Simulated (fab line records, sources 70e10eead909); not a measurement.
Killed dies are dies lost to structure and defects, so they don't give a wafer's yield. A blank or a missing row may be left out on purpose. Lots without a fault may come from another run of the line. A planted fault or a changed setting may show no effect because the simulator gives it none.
Which tool did it? | flow nand_harc | 24 lots, 72 wafers sampled, at 6 steps of a route of 1159

WHAT THE GAUGES READ, wafer by wafer
NHARC_P_M2_CD_MEAS_16.
lot  | measured     | on        | cd_nm (nm)
L074 | day 6 14:31  | cd_sem-02 | 168.8 168.9 169.3
L075 | day 6 20:02  | cd_sem-01 | 169.4 168.2 169.8
L076 | day 6 20:52  | cd_sem-02 | 170.3 169.6 171.0
L079 | day 7 03:17  | cd_sem-02 | 170.8 169.4 169.9
L078 | day 7 04:20  | cd_sem-02 | 168.7 169.1 168.5
L077 | day 7 10:46  | cd_sem-01 | 169.1 169.1 170.0
L080 | day 7 19:45  | cd_sem-02 | 170.4 168.8 169.9
L081 | day 7 20:24  | cd_sem-03 | 170.2 170.6 170.1
L083 | day 8 05:50  | cd_sem-02 | 169.8 169.9 170.2
L084 | day 8 06:53  | cd_sem-03 | 169.7 169.6 169.9
L082 | day 8 08:35  | cd_sem-02 | 170.9 169.8 170.1
L085 | day 9 12:41  | cd_sem-03 | 169.0 169.1 168.9
L087 | day 9 12:53  | cd_sem-01 | 170.6 170.5 170.8
L086 | day 9 14:08  | cd_sem-02 | 168.8 169.6 170.2
L088 | day 10 04:05 | cd_sem-02 | 169.0 169.6 169.4
L089 | day 10 05:15 | cd_sem-01 | 169.2 168.2 169.1
L091 | day 10 08:20 | cd_sem-01 | 171.8 171.2 171.3
L090 | day 10 10:15 | cd_sem-01 | 169.5 169.2 169.3
L092 | day 10 18:59 | cd_sem-03 | 168.8 170.1 167.7
L093 | day 11 00:19 | cd_sem-02 | 168.2 167.7 169.2
L094 | day 11 07:32 | cd_sem-01 | 169.3 170.8 169.5
L095 | day 11 08:07 | cd_sem-02 | 168.5 169.5 168.6
L096 | day 11 16:11 | cd_sem-01 | 168.3 169.0 168.9
L097 | day 11 21:31 | cd_sem-03 | 168.4 169.1 168.3

WHICH TOOL RAN EACH LOT (tool, then ch and the chambers of the sampled wafers, then the start)
lot  | NHARC_P_M0_PRE_CLEAN_29                 | NHARC_P_M0_PRE_CLEAN_31         | NHARC_P_M1_ETCH_15                            | NHARC_P_M1_DEGAS_29          | NHARC_P_M1_PVD_21
L074 | pvd_sputter-02, day 6 08:11 or earlier  | pecvd-01 ch 0,1, day 6 08:11    | rie_diel-02 ch 1, day 6 09:58                 | pvd_sputter-02, day 6 10:59  | pvd_sputter-02, day 6 14:31 or earlier
L075 | pvd_sputter-03, day 6 14:10 or earlier  | pecvd-04 ch 1,2, day 6 14:10    | rie_diel-03 ch 0,1,3, day 6 16:37 or earlier  | pvd_sputter-03, day 6 16:37  | pvd_sputter-03, day 6 20:02 or earlier
L076 | pvd_sputter-02, day 6 14:55 or earlier  | pecvd-02 ch 0,1, day 6 14:55    | rie_diel-03 ch 1,3, day 6 17:34 or earlier    | pvd_sputter-03, day 6 17:34  | pvd_sputter-03, day 6 20:52 or earlier
L079 | pvd_sputter-01, day 6 21:13 or earlier  | pecvd-01 ch 0,1, day 6 21:13    | rie_diel-08 ch 1,2, day 6 23:49 or earlier    | pvd_sputter-02, day 6 23:49  | pvd_sputter-02, day 7 03:17 or earlier
L078 | pvd_sputter-03, day 6 22:18 or earlier  | pecvd-01 ch 1,2, day 6 22:18    | rie_diel-02 ch 1,2, day 7 00:54 or earlier    | pvd_sputter-03, day 7 00:54  | pvd_sputter-03, day 7 04:20 or earlier
L077 | pvd_sputter-02, day 7 04:13 or earlier  | pecvd-01 ch 1,2, day 7 04:13    | rie_diel-08 ch 0,2,3, day 7 06:45 or earlier  | pvd_sputter-01, day 7 06:45  | pvd_sputter-01, day 7 10:46 or earlier
L080 | pvd_sputter-02, day 7 13:41 or earlier  | pecvd-04 ch 1,2, day 7 13:41    | rie_diel-03 ch 0,2, day 7 16:04 or earlier    | pvd_sputter-02, day 7 16:04  | pvd_sputter-02, day 7 19:45 or earlier
L081 | pvd_sputter-03, day 7 14:01 or earlier  | pecvd-01 ch 0,1,2, day 7 14:01  | rie_diel-08 ch 0,2, day 7 16:32 or earlier    | pvd_sputter-03, day 7 16:32  | pvd_sputter-03, day 7 20:24 or earlier
L083 | pvd_sputter-03, day 8 00:01 or earlier  | pecvd-04 ch 0,1,2, day 8 00:01  | rie_diel-02 ch 0,1,2, day 8 02:28 or earlier  | pvd_sputter-02, day 8 02:28  | pvd_sputter-02, day 8 05:50 or earlier
L084 | pvd_sputter-02, day 8 00:32 or earlier  | pecvd-02 ch 1,2, day 8 00:32    | rie_diel-03 ch 0,1, day 8 03:20 or earlier    | pvd_sputter-03, day 8 03:20  | pvd_sputter-03, day 8 06:53 or earlier
L082 | pvd_sputter-01, day 8 02:34 or earlier  | pecvd-01 ch 0,1, day 8 02:34    | rie_diel-03 ch 0,2, day 8 05:05 or earlier    | pvd_sputter-02, day 8 05:05  | pvd_sputter-02, day 8 08:35 or earlier
L085 | pvd_sputter-02, day 9 06:32 or earlier  | pecvd-01 ch 0,1,2, day 9 06:32  | rie_diel-02 ch 0,2,3, day 9 09:01 or earlier  | pvd_sputter-02, day 9 09:01  | pvd_sputter-02, day 9 12:41 or earlier
L087 | pvd_sputter-03, day 9 06:46 or earlier  | pecvd-02 ch 0,1,2, day 9 06:46  | rie_diel-02 ch 0,2,3, day 9 09:33 or earlier  | pvd_sputter-01, day 9 09:33  | pvd_sputter-01, day 9 12:53 or earlier
L086 | pvd_sputter-02, day 9 07:41 or earlier  | pecvd-02 ch 0,1,2, day 9 07:41  | rie_diel-02 ch 1,2, day 9 10:13 or earlier    | pvd_sputter-03, day 9 10:13  | pvd_sputter-03, day 9 14:08 or earlier
L088 | pvd_sputter-02, day 9 21:46 or earlier  | pecvd-01 ch 1,2, day 9 21:46    | rie_diel-02 ch 0,3, day 10 00:20 or earlier   | pvd_sputter-01, day 10 00:20 | pvd_sputter-01, day 10 04:05 or earlier
L089 | pvd_sputter-01, day 9 22:38 or earlier  | pecvd-01 ch 0,1, day 9 22:38    | rie_diel-02 ch 0,3, day 10 01:17 or earlier   | pvd_sputter-03, day 10 01:17 | pvd_sputter-03, day 10 05:15 or earlier
L091 | pvd_sputter-03, day 10 02:35 or earlier | pecvd-01 ch 0,1,2, day 10 02:35 | rie_diel-02 ch 1,2,3, day 10 04:58 or earlier | pvd_sputter-01, day 10 04:58 | pvd_sputter-01, day 10 08:20 or earlier
L090 | pvd_sputter-01, day 10 03:35 or earlier | pecvd-01 ch 0,2, day 10 03:35   | rie_diel-08 ch 2,3, day 10 06:23 or earlier   | pvd_sputter-01, day 10 06:23 | pvd_sputter-01, day 10 10:15 or earlier
L092 | pvd_sputter-02, day 10 12:59 or earlier | pecvd-02 ch 1,2, day 10 12:59   | rie_diel-02 ch 1,3, day 10 15:28 or earlier   | pvd_sputter-03, day 10 15:28 | pvd_sputter-03, day 10 18:59 or earlier
L093 | pvd_sputter-01, day 10 18:20 or earlier | pecvd-01 ch 0,1,2, day 10 18:20 | rie_diel-08 ch 1,2, day 10 20:52 or earlier   | pvd_sputter-02, day 10 20:52 | pvd_sputter-02, day 11 00:19 or earlier
L094 | pvd_sputter-01, day 11 01:25 or earlier | pecvd-02 ch 1,2, day 11 01:25   | rie_diel-08 ch 1,2, day 11 04:11 or earlier   | pvd_sputter-01, day 11 04:11 | pvd_sputter-01, day 11 07:32 or earlier
L095 | pvd_sputter-02, day 11 01:49 or earlier | pecvd-02 ch 0,1, day 11 01:49   | rie_diel-03 ch 0,1,3, day 11 04:35 or earlier | pvd_sputter-02, day 11 04:35 | pvd_sputter-02, day 11 08:07 or earlier
L096 | pvd_sputter-01, day 11 10:20 or earlier | pecvd-04 ch 0,1, day 11 10:20   | rie_diel-08 ch 0,1, day 11 12:44 or earlier   | pvd_sputter-01, day 11 12:44 | pvd_sputter-01, day 11 16:11 or earlier
L097 | pvd_sputter-01, day 11 15:05 or earlier | pecvd-02 ch 0,1, day 11 15:05   | rie_diel-03 ch 1,2,3, day 11 18:06 or earlier | pvd_sputter-03, day 11 18:06 | pvd_sputter-03, day 11 21:31 or earlier
- NHARC_P_M0_PRE_CLEAN_29: time 30 s.
- NHARC_P_M0_PRE_CLEAN_31: time 12 s.
- NHARC_P_M1_ETCH_15: etches the open film in C4F8/Ar, target depth 182.5 nm, time 91.2 s.
- NHARC_P_M1_DEGAS_29: time 60 s.
- NHARC_P_M1_PVD_21: deposits Cu, target thk 30 nm, time 20.49 s.

WHAT THE TOOLS THEMSELVES READ (means of the sampled wafers that have a number; where no wafer has one, the mark that the record gives instead)
NHARC_P_M0_PRE_CLEAN_29.
lot  | tool           | heater_power_w (W)
L074 | pvd_sputter-02 | 429
L075 | pvd_sputter-03 | 410
L076 | pvd_sputter-02 | 371
L079 | pvd_sputter-01 | 423
L078 | pvd_sputter-03 | 421
L077 | pvd_sputter-02 | 408
L080 | pvd_sputter-02 | 349
L081 | pvd_sputter-03 | 418
L083 | pvd_sputter-03 | 443
L084 | pvd_sputter-02 | 417
L082 | pvd_sputter-01 | 429
L085 | pvd_sputter-02 | 319
L087 | pvd_sputter-03 | 413
L086 | pvd_sputter-02 | 413
L088 | pvd_sputter-02 | 367
L089 | pvd_sputter-01 | 369
L091 | pvd_sputter-03 | 425
L090 | pvd_sputter-01 | 384
L092 | pvd_sputter-02 | 358
L093 | pvd_sputter-01 | 365
L094 | pvd_sputter-01 | 373
L095 | pvd_sputter-02 | 345
L096 | pvd_sputter-01 | 403
L097 | pvd_sputter-01 | 406

NHARC_P_M0_PRE_CLEAN_31.
lot  | tool     | heater_power_w (W)
L074 | pecvd-01 | 543
L075 | pecvd-04 | 643
L076 | pecvd-02 | 704
L079 | pecvd-01 | 615
L078 | pecvd-01 | 616
L077 | pecvd-01 | 610
L080 | pecvd-04 | 644
L081 | pecvd-01 | 641
L083 | pecvd-04 | 624
L084 | pecvd-02 | 700
L082 | pecvd-01 | 635
L085 | pecvd-01 | 627
L087 | pecvd-02 | 697
L086 | pecvd-02 | 682
L088 | pecvd-01 | 559
L089 | pecvd-01 | 590
L091 | pecvd-01 | 671
L090 | pecvd-01 | 715
L092 | pecvd-02 | 763
L093 | pecvd-01 | 636
L094 | pecvd-02 | 711
L095 | pecvd-02 | 712
L096 | pecvd-04 | 533
L097 | pecvd-02 | 661

NHARC_P_M1_ETCH_15.
lot  | tool        | oes_product_au (a.u.) | rf_vpp_V (V)
L074 | rie_diel-02 | 0.940                 | 440.4
L075 | rie_diel-03 | 0.962                 | 442.2
L076 | rie_diel-03 | 0.957                 | 442.5
L079 | rie_diel-08 | 0.970                 | 442.8
L078 | rie_diel-02 | 0.973                 | 443.7
L077 | rie_diel-08 | 0.971                 | 439.7
L080 | rie_diel-03 | 0.926                 | 439.4
L081 | rie_diel-08 | 0.924                 | 440.6
L083 | rie_diel-02 | 0.980                 | 441.1
L084 | rie_diel-03 | 0.912                 | 441.9
L082 | rie_diel-03 | 0.924                 | 439.2
L085 | rie_diel-02 | 0.966                 | 442.4
L087 | rie_diel-02 | 0.972                 | 442.6
L086 | rie_diel-02 | 0.965                 | 442.9
L088 | rie_diel-02 | 0.950                 | 441.4
L089 | rie_diel-02 | 0.966                 | 440.7
L091 | rie_diel-02 | 0.968                 | 442.3
L090 | rie_diel-08 | 0.994                 | 438.6
L092 | rie_diel-02 | 0.983                 | 440.2
L093 | rie_diel-08 | 0.962                 | 443.5
L094 | rie_diel-08 | 0.972                 | 444.2
L095 | rie_diel-03 | 0.976                 | 442.6
L096 | rie_diel-08 | 0.921                 | 441.1
L097 | rie_diel-03 | 0.973                 | 442.3

NHARC_P_M1_DEGAS_29.
lot  | tool           | heater_power_w (W)
L074 | pvd_sputter-02 | 313
L075 | pvd_sputter-03 | 340
L076 | pvd_sputter-03 | 371
L079 | pvd_sputter-02 | 311
L078 | pvd_sputter-03 | 337
L077 | pvd_sputter-01 | 335
L080 | pvd_sputter-02 | 305
L081 | pvd_sputter-03 | 339
L083 | pvd_sputter-02 | 314
L084 | pvd_sputter-03 | 360
L082 | pvd_sputter-02 | 343
L085 | pvd_sputter-02 | 350
L087 | pvd_sputter-01 | 335
L086 | pvd_sputter-03 | 364
L088 | pvd_sputter-01 | 329
L089 | pvd_sputter-03 | 337
L091 | pvd_sputter-01 | 309
L090 | pvd_sputter-01 | 305
L092 | pvd_sputter-03 | 341
L093 | pvd_sputter-02 | 284
L094 | pvd_sputter-01 | 300
L095 | pvd_sputter-02 | 330
L096 | pvd_sputter-01 | 315
L097 | pvd_sputter-03 | 366

NHARC_P_M1_PVD_21.
lot  | tool           | throttle_valve_pct (%)
L074 | pvd_sputter-02 | 30.3
L075 | pvd_sputter-03 | 28.9
L076 | pvd_sputter-03 | 28.6
L079 | pvd_sputter-02 | 30.0
L078 | pvd_sputter-03 | 31.5
L077 | pvd_sputter-01 | 30.0
L080 | pvd_sputter-02 | 30.4
L081 | pvd_sputter-03 | 29.0
L083 | pvd_sputter-02 | 30.0
L084 | pvd_sputter-03 | 31.0
L082 | pvd_sputter-02 | 28.6
L085 | pvd_sputter-02 | 28.8
L087 | pvd_sputter-01 | 29.4
L086 | pvd_sputter-03 | 30.6
L088 | pvd_sputter-01 | 28.6
L089 | pvd_sputter-03 | 30.3
L091 | pvd_sputter-01 | 29.6
L090 | pvd_sputter-01 | 29.8
L092 | pvd_sputter-03 | 29.9
L093 | pvd_sputter-02 | 29.6
L094 | pvd_sputter-01 | 28.7
L095 | pvd_sputter-02 | 31.5
L096 | pvd_sputter-01 | 28.8
L097 | pvd_sputter-03 | 30.4

THE ANSWER, worked out from the rows above alone
Rule: what is usual is taken from the lots themselves. Put in order of their means at a reading, lots are off if they are a third of the lots or fewer, leave a main group of 4 or more, and stand apart from it by a gap of 3 or more times the standard deviation of the main group's means; of several such gaps the widest counts. A main group whose means are all the same, to the digits that the tables above print for the reading, isn't used. A lot without any number at a reading at which 4 lots or more have one is off too. The other lots that the step has rows for count as sound. The gauges are gone through in route order, then the tools' own readings, and for those a lot's mean is taken as printed above. The first step at which some lot is off is used, and at that step the reading that is off furthest; a lot without a number counts as furthest.
No lot is off at any reading shown: from this, nothing can be told.

WHAT THE SIMULATOR HAD PUT IN
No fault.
